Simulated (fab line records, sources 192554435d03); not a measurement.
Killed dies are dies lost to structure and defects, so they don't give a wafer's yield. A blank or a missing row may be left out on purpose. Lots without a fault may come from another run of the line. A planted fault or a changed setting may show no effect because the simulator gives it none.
Problem report in the 8D (eight disciplines) form, filled by code | flow n5_finfet | the parts of the form that need people (team, actions taken, sign-off) are left out

1. THE PROBLEM
plate_temp_C at N5_BEOL_M2_COAT_76 reads a mean of 199.02 C on 6 wafers of 2 lots; wafers without a fault read 205.01 C with a standard deviation of 0.16. That is -37 standard deviations from the usual mean.
The step: time 60 s, resist thk 5 nm.
First seen on wafer L141.2, day 9 21:41, on litho_track-03. The record holds 27 wafers of 9 lots with a number at this step. Rule for "out", or "out of limits": more than 4 standard deviations from the usual mean. The other wafers with a number count as sound.

2. WHAT IT IS AND WHAT IT IS NOT
question                    | is                                 | is not
which readings at this step | plate_temp_C, heater_power_total_W | exhaust_pa
which lots                  | L141, L142                         | L128, L130, L132, L133, L136, L149, L150
which wafers of those lots  | all that have a number             | -
read on which tools         | litho_track-03                     | litho_track-02, litho_track-04
when                        | from day 9 21:41                   | up to then (15 sound wafers); but 6 sound wafers of L149, L150 came after

3. SUSPECTS, AND WHAT RULES EACH OUT
Counting: a tool at a process step up to the reading stays a suspect if it ran every lot that is out and no sound lot after the first of them.
- litho_track-03 at N5_BEOL_M2_COAT_76 (time 60 s, resist thk 5 nm): kept. It ran every lot that is out, first L141 (day 9 21:41), and no sound lot after that; its last sound lot up to then is L130 (day 7 19:37). Its own readings are out on those wafers: heater_power_total_W, plate_temp_C.
Left after counting: litho_track-03 at N5_BEOL_M2_COAT_76.

4. THE CAUSE (what the simulator had put in)
Process parameter drift: litho_track-03, from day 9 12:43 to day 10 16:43, at N5_BEOL_M2_COAT_76. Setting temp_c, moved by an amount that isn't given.
Counting left only this tool.

5. THE CHAIN OF EFFECTS, in route order
Each row: a reading whose mean over the struck wafers that have a number lies more than 3 standard deviations from the usual. Only readings for which the record gives a usual standard deviation are gone through. hours: the time from each lot's start at the first step in this table that gives one to its start at this step, as a median over the lots. sigmas: the change in usual standard deviations.
hours | step               | reading              | usual    | on struck wafers | change | sigmas
0     | N5_BEOL_M2_COAT_76 | heater_power_total_W | 391.7 W  | 377.6            | -14.1  | -10
0     | N5_BEOL_M2_COAT_76 | plate_temp_C         | 205.01 C | 199.02           | -5.99  | -37
The process steps in it:
- N5_BEOL_M2_COAT_76: time 60 s, resist thk 5 nm.
Later measuring or inspecting steps at which every struck wafer that the step has a row for has a number for every such reading, and none has moved that far: N5_BEOL_M4_RC_MEAS_101.

6. WHAT WOULD HAVE CAUGHT IT SOONER
In this record the first reading out of limits was taken at day 9 21:41, 9 hours after the fault began at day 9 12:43.
